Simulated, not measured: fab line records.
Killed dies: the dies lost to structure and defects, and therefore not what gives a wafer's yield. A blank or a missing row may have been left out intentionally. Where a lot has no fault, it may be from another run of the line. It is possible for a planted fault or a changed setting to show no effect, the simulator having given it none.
Matching of chambers / flow nandHarc / NHARC_P_M0_DESCUM_14 on rieDiel-01 has 4 sister chambers
The step chemistry O2, time 3 s. 14 wafers are shown with their chamber, then 7 later ones without.

## EACH WAFER AND ITS CHAMBER
wafer=L076.1; chamber=2; showerheadPlenumPTorr (Torr)=2.03; drypumpMotorCurrentA (A)=6.02; oesProductAu (a.u.)=0.952
wafer=L076.3; chamber=0; showerheadPlenumPTorr (Torr)=2.01; drypumpMotorCurrentA (A)=6.08; oesProductAu (a.u.)=1.011
wafer=L076.6; chamber=3; showerheadPlenumPTorr (Torr)=1.91; drypumpMotorCurrentA (A)=5.80; oesProductAu (a.u.)=0.997
wafer=L076.2; chamber=1; showerheadPlenumPTorr (Torr)=1.96; drypumpMotorCurrentA (A)=5.40; oesProductAu (a.u.)=0.993
wafer=L076.4; chamber=3; showerheadPlenumPTorr (Torr)=1.91; drypumpMotorCurrentA (A)=5.80; oesProductAu (a.u.)=0.992
wafer=L076.5; chamber=2; showerheadPlenumPTorr (Torr)=2.03; drypumpMotorCurrentA (A)=6.02; oesProductAu (a.u.)=0.972
wafer=L082.1; chamber=3; showerheadPlenumPTorr (Torr)=1.91; drypumpMotorCurrentA (A)=5.85; oesProductAu (a.u.)=1.000
wafer=L082.3; chamber=1; showerheadPlenumPTorr (Torr)=1.96; drypumpMotorCurrentA (A)=5.40; oesProductAu (a.u.)=1.002
wafer=L082.4; chamber=2; showerheadPlenumPTorr (Torr)=2.03; drypumpMotorCurrentA (A)=6.04; oesProductAu (a.u.)=0.971
wafer=L082.2; chamber=0; showerheadPlenumPTorr (Torr)=2.00; drypumpMotorCurrentA (A)=6.08; oesProductAu (a.u.)=1.009
wafer=L082.5; chamber=2; showerheadPlenumPTorr (Torr)=2.03; drypumpMotorCurrentA (A)=5.99; oesProductAu (a.u.)=0.982
wafer=L082.6; chamber=3; showerheadPlenumPTorr (Torr)=1.91; drypumpMotorCurrentA (A)=5.85; oesProductAu (a.u.)=1.000
wafer=L086.1; chamber=3; showerheadPlenumPTorr (Torr)=1.91; drypumpMotorCurrentA (A)=5.83; oesProductAu (a.u.)=0.994
wafer=L086.2; chamber=0; showerheadPlenumPTorr (Torr)=2.00; drypumpMotorCurrentA (A)=6.08; oesProductAu (a.u.)=1.000

SIGNATURES (means of the wafers above)
reading=showerheadPlenumPTorr; chamber 0=2.0033; chamber 1=1.9600; chamber 2=2.0300; chamber 3=1.9100; scatter within a chamber=0.00258
reading=drypumpMotorCurrentA; chamber 0=6.0800; chamber 1=5.4000; chamber 2=6.0175; chamber 3=5.8260; scatter within a chamber=0.0195
reading=oesProductAu; chamber 0=1.00667; chamber 1=0.99750; chamber 2=0.96925; chamber 3=0.99660; scatter within a chamber=0.00794
Rule: for a wafer and a chamber, the distance is found by dividing, reading by reading, the gap between the wafer's reading and the chamber's mean by the reading's scatter, squaring, summing and taking the root. The wafer belongs to the nearest chamber; if the next one is less than 2 further off, it can't be placed. The scatter: take each reading less its chamber's mean, square it, sum over the shown wafers, divide by the number of wafers less the number of chambers, and take the root.

## WAFERS MISSING THEIR CHAMBER
wafer=L086.4; showerheadPlenumPTorr (Torr)=2.03; drypumpMotorCurrentA (A)=6.09; oesProductAu (a.u.)=0.962
wafer=L090.1; showerheadPlenumPTorr (Torr)=1.96; drypumpMotorCurrentA (A)=5.38; oesProductAu (a.u.)=1.003
wafer=L090.2; showerheadPlenumPTorr (Torr)=2.00; drypumpMotorCurrentA (A)=6.06; oesProductAu (a.u.)=1.009
wafer=L090.4; showerheadPlenumPTorr (Torr)=1.91; drypumpMotorCurrentA (A)=5.84; oesProductAu (a.u.)=0.994
wafer=L097.2; showerheadPlenumPTorr (Torr)=1.91; drypumpMotorCurrentA (A)=5.85; oesProductAu (a.u.)=0.981
wafer=L097.4; showerheadPlenumPTorr (Torr)=2.00; drypumpMotorCurrentA (A)=6.07; oesProductAu (a.u.)=0.995
wafer=L097.5; showerheadPlenumPTorr (Torr)=1.95; drypumpMotorCurrentA (A)=5.42; oesProductAu (a.u.)=0.992

## THE CHAMBER EACH PASSED THROUGH
wafer=L086.4; from the rows above=2; in truth=2
wafer=L090.1; from the rows above=1; in truth=1
wafer=L090.2; from the rows above=0; in truth=0
wafer=L090.4; from the rows above=3; in truth=3
wafer=L097.2; from the rows above=3; in truth=3
wafer=L097.4; from the rows above=0; in truth=0
wafer=L097.5; from the rows above=1; in truth=1
Placed correctly: 7 of 7. Left unplaced by these rows: 0. Number placed wrongly: 0.
